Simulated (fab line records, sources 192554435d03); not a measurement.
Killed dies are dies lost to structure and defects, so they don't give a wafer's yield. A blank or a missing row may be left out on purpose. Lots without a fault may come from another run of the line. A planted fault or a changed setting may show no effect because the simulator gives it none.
fab line records | flow n5_finfet
record lots=10 wafers=30 last_day=17
route steps=1938 shown FIN_SAQP@153 STI_FIN_REVEAL@189 BEOL_M4@1111 PASSIVATION@1936
lots that met no fault: from a run of the same line without faults
start_h: hours from the record's first day to the start of the lot's first wafer shown | wait_h: hours since the lot's step before | " the same as in the row above | L1.1+2: a row that stands for several wafers | - no value, or no start given | * or withheld: withheld | < > ~ a bound
route shown NAME@n: a module of which the file shows steps, and the number in the route of the first | usual: mean/standard deviation of fault-free wafers | same: alike in all rows | chamber/n: place in a boat | sites: the reading at each site | _std_site: their standard deviation | _edge_site: outer sites' mean less inner sites' | radius_mm: how far each site lies from the wafer's centre | mask NAME#n: copy n | behind: the tool/chamber that last shaped the wafer | hold: why the lot was held/for how many hours/how that ended | device: the transistor (n, p or np) that didn't switch | end of line: the same wafers' tests at the end of the route | a step without rows: its recipe alone | killed: dies lost to structure and defects at the first sort, not the wafer's yield | map: a wafer's dies, x killed, . not, _ none there
set.NAME: the setting as run; set.NAME@STEP: as run at that earlier step | model.NAME: the simulator's own value behind a step, which no gauge read
steps of the route over a sample of lots; a table a step, a row a wafer
services: from which hour (start_h, from the record's first day; less than 0 if before it) a tool's chamber was out of use, for how many hours, and why
## steps
# step N5_FIN_SAQP_INSPECT_40
# recipe inspect_instrument=brightfield mode=aei
# usual raw_defect_count=240/61
# columns lot.wafer tool chamber start_h wait_h raw_defect_count
L464.2 defect_inspect-02 - 26.56 0.0 334
L464.4 " - " " 320
L464.6 " - " " 269
L472.3 defect_inspect-02 - 74.75 0.0 262
L472.5 " - " " 178
L472.6 " - " " 192
L475.2 defect_inspect-01 - 94.76 0.0 156
L475.3 " - " " 238
L475.6 " - " " 139
L477.2 defect_inspect-02 - 106.04 0.0 176
L477.4 " - " " 185
L477.6 " - " " 188
L478.2 defect_inspect-01 - 110.84 0.0 221
L478.4 " - " " 204
L478.6 " - " " 197
L479.1 defect_inspect-01 - 118.15 0.0 339
L479.4 " - " " 282
L479.6 " - " " 235
L484.1 defect_inspect-01 - 146.71 0.0 274
L484.4 " - " " 266
L484.6 " - " " 153
L485.2 defect_inspect-01 - 152.22 0.0 221
L485.5 " - " " 271
L485.6 " - " " 210
L486.2 defect_inspect-01 - 157.76 0.0 390
L486.4 " - " " 264
L486.5 " - " " 299
L487.2 defect_inspect-02 - 165.20 0.0 205
L487.5 " - " " 353
L487.6 " - " " 311
# step N5_STI_FIN_REVEAL_DENSIFY_30
# recipe temp_c=* time_s=* ambient=N2 idle_temp_c=600 ramp_up_c_per_s=150 ramp_down_c_per_s=60 cool_to_c=600
# usual lamp_power_pct=11.53/0.056 lamp_zone_3_pct=11.528/0.019 lamp_zone_5_pct=11.530/0.021 lamp_zone_6_pct=11.450/0.019 lamp_zone_7_pct=11.961/0.02 wafer_temp_C_max=*
# columns lot.wafer tool chamber start_h wait_h lamp_power_pct lamp_zone_3_pct lamp_zone_5_pct lamp_zone_6_pct lamp_zone_7_pct wafer_temp_C_max
L464.2 rtp_anneal-02 0 33.46 0.1 11.60 11.517 11.533 11.448 11.956 *
L464.4 " 0 " " 11.49 11.545 11.496 11.447 11.954 *
L464.6 " 0 " " 11.50 11.518 11.520 11.465 11.958 *
L472.3 rtp_anneal-02 0 81.59 0.1 11.61 11.522 11.534 11.454 11.947 *
L472.5 " 0 " " 11.43 11.569 11.563 11.444 11.934 *
L472.6 " 0 " " 11.54 11.498 11.507 11.415 12.021 *
L475.2 rtp_anneal-02 0 101.60 0.1 11.50 11.508 11.542 11.439 11.963 *
L475.3 " 0 " " 11.55 11.517 11.492 11.457 11.954 *
L475.6 " 0 " " 11.54 11.527 11.575 11.424 11.933 *
L477.2 rtp_anneal-02 0 112.87 0.1 11.56 11.581 11.540 11.477 11.968 *
L477.4 " 0 " " 11.64 11.544 11.534 11.445 11.953 *
L477.6 " 0 " " 11.53 11.512 11.541 11.456 11.971 *
L478.2 rtp_anneal-01 0 119.18 0.3 11.38 11.535 11.526 11.468 11.966 *
L478.4 " 0 " " 11.40 11.511 11.547 11.475 11.962 *
L478.6 " 0 " " 11.56 11.526 11.532 11.459 11.961 *
L479.1 rtp_anneal-02 0 125.46 0.2 11.67 11.555 11.509 11.436 11.918 *
L479.4 " 0 " " 11.44 11.522 11.493 11.493 11.953 *
L479.6 " 0 " " 11.58 11.540 11.499 11.421 11.950 *
L484.1 rtp_anneal-01 0 153.55 0.0 11.57 11.529 11.511 11.470 11.962 *
L484.4 " 0 " " 11.56 11.520 11.543 11.440 11.997 *
L484.6 " 0 " " 11.60 11.525 11.509 11.432 11.969 *
L485.2 rtp_anneal-02 0 159.38 0.2 11.52 11.500 11.519 11.443 11.958 *
L485.5 " 0 " " 11.51 11.521 11.574 11.454 11.944 *
L485.6 " 0 " " 11.54 11.549 11.523 11.411 11.964 *
L486.2 rtp_anneal-02 0 165.39 0.3 11.56 11.533 11.524 11.451 11.952 *
L486.4 " 0 " " 11.55 11.550 11.513 11.467 11.987 *
L486.5 " 0 " " 11.63 11.505 11.530 11.464 11.983 *
L487.2 rtp_anneal-01 0 172.17 0.1 11.60 11.521 11.503 11.478 11.963 *
L487.5 " 0 " " 11.53 11.519 11.499 11.438 11.949 *
L487.6 " 0 " " 11.58 11.506 11.546 11.458 11.973 *
# step N5_STI_FIN_REVEAL_STRIP_24
# recipe chemistry=N2/H2 time_s=90 power_w=100 temp_c=40 pressure_mtorr=100 rf_frequency_hz=6e+07 bias_power_w=3 n2_flow_sccm=300 h2_flow_sccm=300
# usual bias_power_w=2.999/0.009 chamber_pressure_mTorr=100.02/0.12 drypump_motor_current_A=6.0/0.39 oes_product_au=0.76/0.082 rf_vpp_V=45.4/0.9 showerhead_plenum_p_Torr=3.42/0.1 throttle_valve_pct=12.30/0.24
# columns lot.wafer tool chamber start_h wait_h bias_power_w chamber_pressure_mTorr drypump_motor_current_A oes_product_au rf_hours_counter_h rf_vpp_V showerhead_plenum_p_Torr throttle_valve_pct
L464.2 rie_diel-03 0 33.68 0.0 2.989 100.03 6.5 0.68 235 47.1 3.49 12.89
L464.4 " 2 " " 3.005 99.88 5.8 0.71 223 45.5 3.47 12.61
L464.6 " 1 " " 3.001 99.98 5.5 0.75 - 45.4 3.51 12.00
L472.3 rie_diel-03 0 81.80 0.0 2.992 100.07 6.5 0.68 250 44.8 3.49 12.90
L472.5 " 0 " " 2.994 100.09 6.5 0.67 - 44.8 3.49 12.91
L472.6 " 3 " " 3.003 100.02 5.9 0.76 - 45.6 3.40 12.51
L475.2 rie_diel-03 2 101.81 0.0 3.010 99.90 5.8 0.69 248 46.0 3.45 12.68
L475.3 " 0 " " 3.005 99.85 6.5 1.00 1 46.7 3.49 12.30
L475.6 " 3 " " 3.020 99.99 5.8 0.75 - 46.9 3.40 12.53
L477.2 rie_diel-06 0 113.35 0.0 - - - - - - - -
L477.4 " 1 " " - - - - - - - -
L477.6 " 0 " " - - - - - - - -
L478.2 rie_diel-03 3 119.41 0.0 - - - - - - - -
L478.4 " 0 " " - - - - - - - -
L478.6 " 1 " " - - - - - - - -
L479.1 rie_diel-06 1 125.71 0.0 - - - - - - - -
L479.4 " 3 " " - - - - - - - -
L479.6 " 3 " " - - - - - - - -
L484.1 rie_diel-06 3 153.80 0.0 2.992 100.17 5.6 0.72 181 46.4 3.39 12.46
L484.4 " 2 " " 2.989 100.05 5.9 0.69 - 45.9 3.33 12.46
L484.6 " 3 " " 2.995 99.95 5.6 0.73 - 46.8 3.39 12.43
L485.2 rie_diel-03 2 159.66 0.0 3.010 99.91 5.8 0.96 4 46.8 3.45 12.06
L485.5 " 3 " " 2.986 100.13 5.9 0.73 - 45.5 3.38 12.59
L485.6 " 0 " " 2.982 99.97 6.6 0.92 - 45.8 3.47 12.36
L486.2 rie_diel-04 0 165.60 0.0 3.005 99.96 6.0 0.72 186 45.8 3.22 12.12
L486.4 " 3 " " 3.002 99.84 6.3 0.71 217 45.6 3.48 12.19
L486.5 " 3 " " 3.005 100.06 6.3 0.71 - 46.9 3.48 12.16
L487.2 rie_diel-04 3 172.44 0.0 3.005 100.11 6.3 0.70 219 44.8 3.48 12.18
L487.5 " 1 " " 2.984 100.02 6.6 0.74 - 46.5 3.51 12.40
L487.6 " 2 " " 2.994 100.02 5.6 0.83 - 44.8 3.30 12.02
# step N5_STI_FIN_REVEAL_CD_MEAS_22
# recipe target_cd_nm=6.238 pitch_nm=28 polarity=line
# usual cd_nm=6.30/0.27
# columns lot.wafer tool chamber start_h wait_h cd_nm
L464.2 cd_sem-02 - 36.57 0.0 6.39
L464.4 " - " " 6.36
L464.6 " - " " 5.87
L472.3 cd_sem-01 - 84.68 0.0 6.53
L472.5 " - " " 6.19
L472.6 " - " " 6.08
L475.2 cd_sem-01 - 104.71 0.0 6.62
L475.3 " - " " 5.89
L475.6 " - " " 6.50
L477.2 cd_sem-02 - 116.25 0.0 5.81
L477.4 " - " " 5.91
L477.6 " - " " 6.47
L478.2 cd_sem-02 - 122.29 0.0 6.04
L478.4 " - " " 6.78
L478.6 " - " " 6.19
L479.1 cd_sem-01 - 128.60 0.0 5.96
L479.4 " - " " 6.49
L479.6 " - " " 6.13
L484.1 cd_sem-01 - 156.69 0.0 6.19
L484.4 " - " " 6.92
L484.6 " - " " 6.13
L485.2 cd_sem-01 - 162.55 0.0 6.09
L485.5 " - " " 6.48
L485.6 " - " " 6.81
L486.2 cd_sem-03 - 168.52 0.0 6.62
L486.4 " - " " 5.79
L486.5 " - " " 6.40
L487.2 cd_sem-01 - 175.45 0.0 6.45
L487.5 " - " " 6.51
L487.6 " - " " 6.11
# step N5_BEOL_M4_RC_MEAS_101
# usual DIBL_N=37.5/1.9 DIBL_P=37.3/2.4 IOFF_N=0.18/0.038 IOFF_P=0.23/0.045 ION_N=677/11 ION_P=464/8.1 SS_N=72.0/0.68 SS_P=73.5/0.77 VT_N=249/3.3 VT_P=-249/3.6
# columns lot.wafer tool chamber start_h wait_h DIBL_N[mV/V] DIBL_P[mV/V] IOFF_N[nA/um] IOFF_P[nA/um] ION_N[uA/um] ION_P[uA/um] SS_N[mV/dec] SS_P[mV/dec] VT_N[mV] VT_P[mV]
L464.2 prober-02 0 168.38 0.2 38.1 37.5 0.18 0.20 672 449 72.3 73.7 250 -251
L464.4 " 0 " " 40.4 40.1 0.23 0.24 687 465 73.4 73.7 248 -249
L464.6 " 0 " " 37.6 36.8 0.17 0.19 665 451 71.6 73.8 252 -254
L472.3 prober-01 0 219.90 0.3 39.1 39.1 0.18 0.25 665 463 73.1 74.1 252 -249
L472.5 " 0 " " 37.8 36.6 0.16 0.22 665 460 72.4 73.1 255 -247
L472.6 " 0 " " 36.3 35.3 0.14 0.19 666 456 71.7 72.8 255 -252
L475.2 prober-01 0 227.75 0.2 39.4 38.0 0.21 0.29 681 470 72.4 73.7 246 -244
L475.3 " 0 " " 36.1 34.1 0.14 0.19 677 456 71.5 72.6 254 -249
L475.6 " 0 " " 38.8 37.5 0.20 0.28 687 474 72.0 73.6 248 -244
L477.2 prober-02 0 245.76 0.2 34.8 34.9 0.13 0.18 673 458 70.5 72.1 254 -250
L477.4 " 0 " " 37.4 37.4 0.16 0.21 659 455 71.8 73.2 250 -253
L477.6 " 0 " " 38.5 39.7 0.19 0.25 685 471 71.4 73.7 248 -248
L479.1 prober-01 0 267.16 0.0 36.8 35.2 0.17 0.23 682 467 71.5 72.5 251 -245
L479.4 " 0 " " 37.4 34.8 0.18 0.24 676 470 72.2 73.2 251 -246
L479.6 " 0 " " 34.9 33.6 0.14 0.19 663 454 71.0 72.4 251 -250
L478.2 prober-02 0 269.07 0.2 36.3 36.8 0.16 0.20 666 460 71.8 73.5 252 -253
L478.4 " 0 " " 38.0 39.5 0.21 0.23 692 464 72.0 74.0 244 -251
L478.6 " 0 " " 35.7 36.7 0.16 0.20 672 459 71.4 73.0 249 -250
L484.1 prober-02 0 293.19 0.0 38.6 39.3 0.18 0.24 681 464 71.8 74.7 247 -250
L484.4 " 0 " " 39.7 40.5 0.23 0.26 683 463 72.4 74.5 244 -249
L484.6 " 0 " " 40.7 41.6 0.23 0.27 692 470 72.7 74.2 245 -249
L485.2 prober-01 0 298.54 0.2 35.9 35.1 0.15 0.20 672 460 72.0 74.0 250 -250
L485.5 " 0 " " 34.5 32.9 0.13 0.17 650 450 71.4 72.2 253 -253
L485.6 " 0 " " 38.4 39.1 0.22 0.30 701 482 72.4 73.5 244 -243
L486.2 prober-02 0 300.38 0.2 38.9 38.9 0.22 0.25 682 458 72.6 73.9 248 -249
L486.4 " 0 " " 36.0 36.7 0.15 0.21 675 466 71.9 72.7 249 -248
L486.5 " 0 " " 34.5 36.0 0.13 0.20 664 462 71.6 73.4 253 -250
L487.2 prober-02 0 307.99 0.2 41.6 42.9 0.28 0.37 705 480 72.5 75.0 243 -242
L487.5 " 0 " " 37.2 36.3 0.17 0.24 670 462 71.4 73.9 249 -245
L487.6 " 0 " " 38.0 37.6 0.17 0.23 670 462 72.1 73.2 251 -251
# step N5_PASSIVATION_PROBE_49
# usual defect_limited_yield=91.2/1.5 killed_at_M0_to_M3=31/10 killed_at_M4_up=15/5.9 killed_at_contacts=13/6 killed_at_front_end=41/11 killed_at_other=4/3.1 killed_dies=104/18 killed_open=68/13 killed_short=33/8.1 sort_bin_4_leakage=0.00/0.03 sort_bin_5_function=5.1/1.1 sort_bin_6_memory=3.2/0.69 sort_bin_8_speed=0.01/0.045 sort_n_pass=1076/18
# same gross_dies=1180 killed_at_back_side=0
# columns lot.wafer tool chamber start_h wait_h defect_limited_yield[%] killed_at_M0_to_M3 killed_at_M4_up killed_at_contacts killed_at_front_end killed_at_other killed_dies killed_open killed_short sort_bin_4_leakage[%] sort_bin_5_function[%] sort_bin_6_memory[%] sort_bin_8_speed[%] sort_n_pass
L475.2 prober-01 - 329.63 0.1 91.9 25 6 7 51 6 95 51 44 0 4.7 3.2 0 1085
L477.2 prober-01 - 345.49 0.1 92.4 26 12 10 37 5 90 59 30 0 4.8 2.5 0 1090
L477.4 prober-01 - 345.59 0.2 88.3 36 19 16 61 6 138 91 46 0 6.8 4.4 0 1042
L477.6 prober-01 - 345.69 0.3 91.0 28 21 0 48 9 106 69 37 0 5.1 3.7 0 1074
L478.2 prober-01 - 364.54 0.1 90.8 35 11 15 46 2 109 75 32 0 5.3 3.6 0 1071
L478.4 prober-01 - 364.64 0.2 89.0 33 17 26 53 1 130 88 42 0 7.1 3.6 0 1050
L478.6 prober-01 - 364.74 0.3 94.5 16 1 7 41 0 65 41 24 0 2.8 2.5 0 1115
L479.1 prober-01 - 372.28 0.0 90.4 28 17 13 49 6 113 65 39 0 4.9 3.6 0 1067
L479.4 prober-01 - 372.43 0.2 91.6 31 14 15 35 4 99 56 43 0 4.2 3.6 0 1081
L479.6 prober-01 - 372.53 0.3 91.0 50 6 3 46 1 106 72 34 0 6.0 2.6 0 1074
# killed by level:class
L475.2 FIN_SAQP:geometric_particle:short=15 FIN_SAQP:geometric_particle:open=14 MOL_CONTACT_COAG:geometric_particle:open=7 GATE_CUT:geometric_particle:short=4 GATE_CUT:geometric_particle:open=4 BEOL_M0_SAQP:geometric_particle:short=4 BEOL_M0:geometric_particle:short=4 BEOL_M1:geometric_particle:open=4
L477.2 STI_FIN_REVEAL:geometric_particle:open=11 STI_FIN_REVEAL:geometric_particle:short=10 MOL_CONTACT_COAG:geometric_particle:open=8 BEOL_M2:geometric_particle:open=8 BEOL_M2:geometric_particle:short=7 FIN_SAQP:geometric_particle:open=6 BEOL_M0:geometric_particle:open=6 BEOL_M4:geometric_particle:open=5
L477.4 FIN_SAQP:geometric_particle:open=17 BEOL_M2:geometric_particle:open=17 STI_FIN_REVEAL:geometric_particle:open=14 MOL_CONTACT_COAG:geometric_particle:open=13 FIN_SAQP:geometric_particle:short=9 STI_FIN_REVEAL:geometric_particle:short=6 BEOL_M0_SAQP:geometric_particle:short=6 BEOL_M5:geometric_particle:open=5
L477.6 FIN_SAQP:geometric_particle:open=11 FIN_SAQP:geometric_particle:short=9 BEOL_M0_SAQP:geometric_particle:open=9 BEOL_M4:geometric_particle:open=9 STI_FIN_REVEAL:geometric_particle:open=7 BEOL_M2:geometric_particle:open=7 STI_FIN_REVEAL:geometric_particle:short=6 BEOL_M0_SAQP:geometric_particle:short=5
L478.2 STI_FIN_REVEAL:geometric_particle:open=13 MOL_CONTACT_COAG:geometric_particle:open=13 BEOL_M3:geometric_particle:open=10 STI_FIN_REVEAL:geometric_particle:short=8 DUMMY_GATE:geometric_particle:open=7 BEOL_M4:geometric_particle:open=6 BEOL_M0_SAQP:geometric_particle:open=5 FIN_SAQP:geometric_particle:open=4
L478.4 MOL_CONTACT_COAG:geometric_particle:open=21 FIN_SAQP:geometric_particle:open=13 STI_FIN_REVEAL:geometric_particle:open=13 BEOL_M3:geometric_particle:open=9 BEOL_M4:geometric_particle:open=8 STI_FIN_REVEAL:geometric_particle:short=6 BEOL_M0_SAQP:geometric_particle:open=6 GATE_CUT:geometric_particle:short=5
L478.6 STI_FIN_REVEAL:geometric_particle:open=13 MOL_CONTACT_COAG:geometric_particle:open=6 BEOL_M3:geometric_particle:open=6 STARTING-WAFER:geometric_particle:short=5 STI_FIN_REVEAL:geometric_particle:short=5 FIN_SAQP:geometric_particle:open=3 FIN_CUT:geometric_particle:open=3 ILD0:geometric_particle:short=3
L479.1 STI_FIN_REVEAL:geometric_particle:short=13 STI_FIN_REVEAL:geometric_particle:open=11 BEOL_M1:geometric_particle:open=11 BEOL_M4:geometric_particle:open=10 HKMG_FIN:area_etch=9 MOL_CONTACT_COAG:geometric_particle:short=7 MOL_CONTACT_COAG:geometric_particle:open=6 DUMMY_GATE:geometric_particle:open=5
L479.4 BEOL_M0_SAQP:geometric_particle:short=12 MOL_CONTACT_COAG:geometric_particle:open=10 BEOL_M4:geometric_particle:open=10 STI_FIN_REVEAL:geometric_particle:open=9 BEOL_M0_SAQP:geometric_particle:open=8 FIN_SAQP:geometric_particle:short=7 MOL_CONTACT_COAG:geometric_particle:short=5 STARTING-WAFER:geometric_particle:open=5
L479.6 BEOL_M0_SAQP:geometric_particle:open=19 STI_FIN_REVEAL:geometric_particle:open=12 BEOL_M0_SAQP:geometric_particle:short=9 STI_FIN_REVEAL:geometric_particle:short=7 BEOL_M3:geometric_particle:open=7 FIN_SAQP:geometric_particle:short=6 BEOL_M1:geometric_particle:open=6 FIN_SAQP:geometric_particle:open=5
## services
# columns tool chamber start_h hours kind
rie_diel-04 3 24.36 4.0 repair
rie_diel-06 0 35.88 2.0 repair
rie_diel-06 2 47.65 6.2 repair
rie_diel-04 2 58.10 1.9 repair
rie_diel-04 1 71.78 3.2 repair
rie_diel-06 0 77.14 - clean
rie_diel-06 0 77.14 - consumable_replace:esc
rie_diel-06 0 77.14 - consumable_replace:focus_ring
rie_diel-06 0 77.14 - consumable_replace:showerhead
rie_diel-06 0 77.14 23.0 scheduled_down
rie_diel-06 0 77.14 23.0 vent_cycle
rie_diel-03 0 82.49 - clean
rie_diel-03 0 82.49 - consumable_replace:focus_ring
rie_diel-03 0 82.49 15.7 scheduled_down
rie_diel-03 0 82.49 15.7 vent_cycle
rtp_anneal-02 - 96.37 2.6 repair
rie_diel-06 1 100.93 9.5 repair
rtp_anneal-02 - 115.09 6.7 pm
rie_diel-03 2 117.19 15.1 repair
rie_diel-03 2 132.32 - clean
rie_diel-03 2 132.32 - consumable_replace:focus_ring
rie_diel-03 2 132.32 17.9 scheduled_down
rie_diel-03 2 132.32 17.9 vent_cycle
rie_diel-06 1 145.99 - clean
## key
first_sign step=N5_STI_FIN_REVEAL_STRIP_24 reading=tool_record direction=missing
effect none on later readings
met_at N5_STI_FIN_REVEAL_STRIP_24
struck_lots L477,L478,L479
not_acting_at N5_FIN_SAQP_INSPECT_40,N5_STI_FIN_REVEAL_DENSIFY_30,N5_STI_FIN_REVEAL_CD_MEAS_22
onset_between 101.81 113.35
fault kind=skipped_step_whole tool=rie_diel-03,rie_diel-06 chamber=- onset_h=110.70 steps=N5_STI_FIN_REVEAL_STRIP_24 scope=struck_lots_only
